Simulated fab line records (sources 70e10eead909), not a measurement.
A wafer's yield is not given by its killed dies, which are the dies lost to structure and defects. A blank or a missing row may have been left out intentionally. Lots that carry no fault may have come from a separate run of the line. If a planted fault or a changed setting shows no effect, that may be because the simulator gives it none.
Which of the tools did it? / flow nandHarc / at 1 step of a route of 1302, 12 lots with 36 wafers sampled

WHAT THE GAUGES READ, wafer by wafer
NHARC_P_M2_CD_MEAS_16.
lot=L075; measured=day 6 15:58; on=cdSem-02; cdNm (nm)=169.4 166.6 169.0
lot=L077; measured=day 7 20:31; on=cdSem-01; cdNm (nm)=169.7 169.5 169.7
lot=L079; measured=day 8 09:30; on=cdSem-02; cdNm (nm)=169.6 169.8 170.1
lot=L081; measured=day 9 18:32; on=cdSem-01; cdNm (nm)=171.6 172.2 171.9
lot=L083; measured=day 10 08:20; on=cdSem-01; cdNm (nm)=169.4 170.0 171.0
lot=L085; measured=day 11 04:09; on=cdSem-01; cdNm (nm)=170.4 169.5 168.6
lot=L086; measured=day 11 16:49; on=cdSem-03; cdNm (nm)=169.1 169.4 169.8
lot=L088; measured=day 12 09:42; on=cdSem-01; cdNm (nm)=170.9 170.3 171.3
lot=L091; measured=day 13 07:53; on=cdSem-02; cdNm (nm)=169.6 170.2 169.2
lot=L093; measured=day 14 05:31; on=cdSem-02; cdNm (nm)=170.4 171.2 170.7
lot=L095; measured=day 15 10:03; on=cdSem-01; cdNm (nm)=172.9 171.3 171.9
lot=L096; measured=day 15 20:44; on=cdSem-02; cdNm (nm)=171.0 171.5 173.2

EACH LOT AND THE TOOL THAT RAN IT (in order: tool; ch and the chambers of the sampled wafers; start)
Before these readings, the record contains no process step.

THE ANSWER, worked out from the rows above alone
Rule: the lots themselves supply what counts as usual. The widest of any qualifying gaps counts: lots, ordered by their means at a reading, are off when they make up no more than a third of the lots, leave a main group of 4 or more, and stand apart from it by 3 or more times the standard deviation of that group's means. Not used: any main group whose means are identical at the precision the tables above print for the reading. A lot without any number at a reading at which 4 lots or more have one is off too. All remaining lots with rows at the step are treated as sound.
No lot is off at any reading shown: from this, nothing can be told.

WHAT WAS PUT IN BY THE SIMULATOR
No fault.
